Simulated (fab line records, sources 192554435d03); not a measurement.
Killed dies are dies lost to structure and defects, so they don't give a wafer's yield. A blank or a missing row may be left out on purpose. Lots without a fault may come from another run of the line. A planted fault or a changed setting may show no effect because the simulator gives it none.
Chamber matching | flow n5_finfet | N5_BEOL_M1_VIA_ETCH_34 on rie_diel-01: 4 sister chambers
The step etches the open film in C4F6/O2, target depth 67.8 nm, time 64.4 s. 8 wafers are shown with their chamber, then 10 later ones without.

WAFERS WITH THEIR CHAMBER
wafer  | chamber | rf_vpp_V (V) | showerhead_plenum_p_Torr (Torr)
L082.3 | 0       | 694          | 2.94
L081.2 | 1       | 673          | 2.93
L081.5 | 3       | 669          | 2.80
L084.1 | 0       | 693          | 2.94
L084.2 | 1       | 673          | 2.93
L084.4 | 2       | 688          | 2.85
L088.2 | 3       | 670          | 2.79
L088.3 | 2       | 689          | 2.84

WAFERS WITHOUT THEIR CHAMBER
wafer  | rf_vpp_V (V) | showerhead_plenum_p_Torr (Torr)
L088.5 | 670          | 2.79
L089.3 | 694          | 2.93
L089.5 | 670          | 2.79
L089.6 | 688          | 2.84
L092.2 | 688          | 2.84
L092.4 | 670          | 2.79
L092.6 | 687          | 2.84
L086.3 | 689          | 2.83
L086.4 | 693          | 2.93
L086.5 | 669          | 2.79

WHICH CHAMBER EACH WENT THROUGH
wafer  | from the rows above | in truth
L088.5 | 3                   | 3
L089.3 | 0                   | 0
L089.5 | 3                   | 3
L089.6 | 2                   | 2
L092.2 | 2                   | 2
L092.4 | 3                   | 3
L092.6 | 2                   | 2
L086.3 | 2                   | 2
L086.4 | 0                   | 0
L086.5 | 3                   | 3
Placed correctly: 10 of 10. Can't be placed from these rows: 0. Placed wrongly: 0.
How it was worked out, from the rows above alone: a wafer's distance from a chamber is the root of the sum, over the readings, of the square of ((its reading less the chamber's mean) divided by the reading's scatter). The wafer belongs to the nearest chamber; if the next one is less than 2 further off, it can't be placed. A chamber's mean is the mean of its shown wafers. The scatter: the root of (the sum of the squares of (reading less its chamber's mean) over the shown wafers, divided by (wafers less chambers)).
